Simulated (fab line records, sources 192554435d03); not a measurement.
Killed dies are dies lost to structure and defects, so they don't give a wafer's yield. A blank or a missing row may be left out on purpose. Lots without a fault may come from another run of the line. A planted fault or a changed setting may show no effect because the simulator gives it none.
Which tool did it? | flow n5_finfet | 10 lots, 30 wafers sampled, at 5 steps of a route of 1938

WHAT THE GAUGES READ, wafer by wafer
N5_BEOL_M4_RC_MEAS_101. Usual: DIBL_N 36.8 mV/V, standard deviation 1.9; DIBL_P 36.5 mV/V, standard deviation 2.1; IOFF_N 0.17 nA/um, standard deviation 0.038; IOFF_P 0.22 nA/um, standard deviation 0.039; ION_N 675 uA/um, standard deviation 12; ION_P 463 uA/um, standard deviation 7.4; SS_N 71.6 mV/dec, standard deviation 0.71; SS_P 73.4 mV/dec, standard deviation 0.72; VT_N 249 mV, standard deviation 3.3; VT_P -250 mV, standard deviation 3.3.
lot  | measured     | on        | DIBL_N (mV/V)  | DIBL_P (mV/V)  | IOFF_N (nA/um) | IOFF_P (nA/um) | ION_N (uA/um) | ION_P (uA/um) | SS_N (mV/dec)  | SS_P (mV/dec)  | VT_N (mV)   | VT_P (mV)      | flag
L621 | day 9 03:04  | prober-02 | 37.8 36.4 37.7 | 37.4 36.3 38.7 | 0.19 0.17 0.19 | 0.25 0.23 0.27 | 672 678 684   | 461 465 472   | 71.9 71.3 71.3 | 73.3 73.2 73.7 | 248 248 242 | -249 -247 -244 |
L622 | day 9 03:22  | prober-01 | 34.4 33.6 34.9 | 35.3 34.6 35.1 | 0.14 0.13 0.15 | 0.19 0.18 0.19 | 671 657 670   | 453 455 455   | 70.9 71.0 70.8 | 73.0 72.9 73.9 | 250 252 253 | -252 -251 -251 |
L631 | day 11 22:47 | prober-01 | 35.2 40.4 34.9 | 34.2 39.5 35.6 | 0.15 0.26 0.14 | 0.18 0.29 0.21 | 670 674 678   | 458 458 480   | 70.6 72.3 70.3 | 72.4 73.7 72.1 | 249 245 250 | -252 -247 -248 |
L632 | day 12 18:36 | prober-01 | 35.1 36.4 36.0 | 33.2 34.4 34.9 | 0.13 0.14 0.13 | 0.17 0.18 0.19 | 676 662 670   | 463 455 463   | 70.5 71.1 70.7 | 72.2 73.1 72.9 | 252 252 253 | -254 -251 -251 |
L633 | day 12 23:21 | prober-01 | 39.0 34.7 41.0 | 37.3 34.8 40.3 | 0.23 0.14 0.31 | 0.27 0.23 0.33 | 668 682 682   | 461 480 470   | 73.2 70.9 72.9 | 73.8 73.4 75.1 | 247 251 242 | -244 -248 -243 |
L637 | day 14 01:32 | prober-01 | 41.5 37.3 36.6 | 43.1 37.8 36.4 | 0.26 0.15 0.14 | 0.28 0.19 0.17 | 693 673 672   | 473 458 455   | 73.3 71.5 71.4 | 75.2 74.0 73.0 | 244 253 254 | -251 -255 -256 |
L639 | day 14 18:22 | prober-02 | 34.5 35.6 36.0 | 33.5 34.9 35.2 | 0.12 0.13 0.15 | 0.15 0.17 0.17 | 681 677 676   | 463 462 456   | 70.7 71.7 72.1 | 72.4 73.2 73.9 | 252 254 250 | -252 -253 -254 |
L638 | day 14 21:08 | prober-02 | 36.7 39.4 39.3 | 36.4 38.8 39.0 | 0.19 0.23 0.24 | 0.22 0.25 0.25 | 697 711 712   | 480 477 474   | 71.0 70.9 71.5 | 73.7 73.0 74.3 | 246 242 244 | -250 -249 -249 |
L640 | day 15 02:19 | prober-01 | 36.0 39.1 37.1 | 36.2 39.6 37.7 | 0.15 0.19 0.17 | 0.20 0.25 0.24 | 674 679 675   | 460 459 464   | 71.2 72.2 72.1 | 72.9 74.1 73.0 | 249 246 249 | -252 -249 -252 |
L642 | day 14 21:04 | prober-01 | 36.3 36.0 35.1 | 35.6 34.3 33.1 | 0.14 0.12 0.12 | 0.21 0.19 0.18 | 661 661 654   | 463 462 457   | 71.8 70.5 70.5 | 72.3 72.2 72.3 | 252 254 254 | -248 -251 -250 |

WHICH TOOL RAN EACH LOT (tool, then ch and the chambers of the sampled wafers, then the start)
lot  | N5_BEOL_M3_PRE_CLEAN_45      | N5_BEOL_M3_SPUTTER_86        | N5_BEOL_M3_SPUTTER_88        | N5_BEOL_M3_SPUTTER_92
L621 | pvd_sputter-01, day 8 02:02  | pvd_sputter-01, day 8 05:00  | pvd_sputter-01, day 8 05:13  | pvd_sputter-01, day 8 05:40
L622 | pvd_sputter-03, day 8 05:07  | pvd_sputter-03, day 8 06:20  | pvd_sputter-03, day 8 06:33  | pvd_sputter-03, day 8 06:59
L631 | pvd_sputter-03, day 10 18:58 | pvd_sputter-01, day 10 20:23 | pvd_sputter-01, day 11 00:46 | pvd_sputter-01, day 11 01:13
L632 | pvd_sputter-03, day 11 09:14 | pvd_sputter-02, day 11 10:47 | pvd_sputter-02, day 11 11:01 | pvd_sputter-02, day 11 11:27
L633 | pvd_sputter-02, day 11 16:04 | pvd_sputter-01, day 11 17:31 | pvd_sputter-01, day 11 17:44 | pvd_sputter-01, day 11 18:11
L637 | pvd_sputter-01, day 12 14:55 | pvd_sputter-01, day 12 16:08 | pvd_sputter-01, day 12 16:21 | pvd_sputter-01, day 12 16:47
L639 | pvd_sputter-02, day 13 21:50 | pvd_sputter-01, day 13 23:04 | pvd_sputter-01, day 13 23:17 | pvd_sputter-01, day 13 23:43
L638 | pvd_sputter-03, day 13 22:16 | pvd_sputter-03, day 14 01:12 | pvd_sputter-03, day 14 01:25 | pvd_sputter-03, day 14 01:52
L640 | pvd_sputter-01, day 14 01:20 | pvd_sputter-01, day 14 02:46 | pvd_sputter-01, day 14 02:59 | pvd_sputter-01, day 14 03:25
L642 | pvd_sputter-03, day 14 02:59 | pvd_sputter-02, day 14 04:20 | pvd_sputter-02, day 14 04:33 | pvd_sputter-02, day 14 04:59
- N5_BEOL_M3_PRE_CLEAN_45: time 30 s.
- N5_BEOL_M3_SPUTTER_86: material Cu, target thk 4.5 nm, time 8.29 s.
- N5_BEOL_M3_SPUTTER_88: material Cu, target thk 4.5 nm, time 8.29 s.
- N5_BEOL_M3_SPUTTER_92: material Cu, target thk 4.5 nm, time 8.29 s.

WHAT THE TOOLS THEMSELVES READ (means of the sampled wafers that have a number; where no wafer has one, the mark that the record gives instead)
N5_BEOL_M3_PRE_CLEAN_45. Usual: heater_power_w 341 W, standard deviation 21.
lot  | tool           | heater_power_w (W) | flag
L621 | pvd_sputter-01 | 335                |
L622 | pvd_sputter-03 | 347                |
L631 | pvd_sputter-03 | 337                |
L632 | pvd_sputter-03 | 341                |
L633 | pvd_sputter-02 | 358                |
L637 | pvd_sputter-01 | 335                |
L639 | pvd_sputter-02 | 353                |
L638 | pvd_sputter-03 | 341                |
L640 | pvd_sputter-01 | 331                |
L642 | pvd_sputter-03 | 341                |

N5_BEOL_M3_SPUTTER_86. Usual: chamber_pressure_pa 0.06999 Pa, standard deviation 0.00013; chuck_gas_flow_sccm 1.27 sccm, standard deviation 0.052; throttle_valve_pct 29.3 %, standard deviation 1.1.
lot  | tool           | chamber_pressure_pa (Pa) | chuck_gas_flow_sccm (sccm) | throttle_valve_pct (%) | flag
L621 | pvd_sputter-01 | 0.06999                  | 1.21                       | 28.7                   |
L622 | pvd_sputter-03 | 0.07007                  | 1.29                       | 29.3                   |
L631 | pvd_sputter-01 | 0.06998                  | 1.28                       | 29.6                   |
L632 | pvd_sputter-02 | -                        | -                          | -                      | OFF
L633 | pvd_sputter-01 | -                        | -                          | -                      | OFF
L637 | pvd_sputter-01 | 0.07000                  | 1.27                       | 29.1                   |
L639 | pvd_sputter-01 | 0.06999                  | 1.29                       | 29.5                   |
L638 | pvd_sputter-03 | 0.07006                  | 1.26                       | 29.9                   |
L640 | pvd_sputter-01 | 0.07003                  | 1.33                       | 29.5                   |
L642 | pvd_sputter-02 | 0.07005                  | 1.28                       | 29.7                   |

N5_BEOL_M3_SPUTTER_88. Usual: chamber_pressure_pa 0.07001 Pa, standard deviation 0.00017; chuck_gas_flow_sccm 1.26 sccm, standard deviation 0.055; throttle_valve_pct 29.2 %, standard deviation 1.1.
lot  | tool           | chamber_pressure_pa (Pa) | chuck_gas_flow_sccm (sccm) | throttle_valve_pct (%) | flag
L621 | pvd_sputter-01 | 0.07002                  | 1.29                       | 28.6                   |
L622 | pvd_sputter-03 | 0.07013                  | 1.21                       | 29.5                   |
L631 | pvd_sputter-01 | 0.07010                  | 1.23                       | 29.6                   |
L632 | pvd_sputter-02 | 0.07001                  | 1.31                       | 29.3                   |
L633 | pvd_sputter-01 | 0.07013                  | 1.20                       | 29.3                   |
L637 | pvd_sputter-01 | 0.07000                  | 1.21                       | 29.1                   |
L639 | pvd_sputter-01 | 0.06997                  | 1.27                       | 29.5                   |
L638 | pvd_sputter-03 | 0.06974                  | 1.25                       | 29.8                   |
L640 | pvd_sputter-01 | 0.07006                  | 1.28                       | 29.7                   |
L642 | pvd_sputter-02 | 0.06997                  | 1.26                       | 29.7                   |

N5_BEOL_M3_SPUTTER_92. Usual: chamber_pressure_pa 0.07 Pa, standard deviation 0.00015; chuck_gas_flow_sccm 1.27 sccm, standard deviation 0.051; throttle_valve_pct 29.3 %, standard deviation 1.1.
lot  | tool           | chamber_pressure_pa (Pa) | chuck_gas_flow_sccm (sccm) | throttle_valve_pct (%) | flag
L621 | pvd_sputter-01 | 0.07                     | 1.30                       | 28.8                   |
L622 | pvd_sputter-03 | 0.07                     | 1.24                       | 29.4                   |
L631 | pvd_sputter-01 | 0.07                     | 1.31                       | 29.5                   |
L632 | pvd_sputter-02 | 0.07                     | 1.31                       | 29.2                   |
L633 | pvd_sputter-01 | 0.07                     | 1.27                       | 29.2                   |
L637 | pvd_sputter-01 | 0.07                     | 1.30                       | 29.2                   |
L639 | pvd_sputter-01 | 0.07                     | 1.26                       | 29.7                   |
L638 | pvd_sputter-03 | 0.07                     | 1.25                       | 29.7                   |
L640 | pvd_sputter-01 | 0.07                     | 1.26                       | 29.7                   |
L642 | pvd_sputter-02 | 0.07                     | 1.24                       | 29.7                   |

THE ANSWER, worked out from the rows above alone
Rule: a lot is off if the mean of its wafers that have a number lies more than 3 standard deviations from the usual mean. A lot without any number at a reading at which 4 lots or more have one is off too. The other lots that the step has rows for count as sound. The gauges are gone through in route order, then the tools' own readings, and for those a lot's mean is taken as printed above. The first step at which some lot is off is used, and at that step the reading that is off furthest; a lot without a number counts as furthest.
Off: L632, L633, at N5_BEOL_M3_SPUTTER_86 (chamber_pressure_pa). Without a number there: L632, L633.
A tool fits if, at that step or a process step before it, it ran every lot that is off, and no sound lot after the first of them. None of those tried fits.

WHAT THE SIMULATOR HAD PUT IN
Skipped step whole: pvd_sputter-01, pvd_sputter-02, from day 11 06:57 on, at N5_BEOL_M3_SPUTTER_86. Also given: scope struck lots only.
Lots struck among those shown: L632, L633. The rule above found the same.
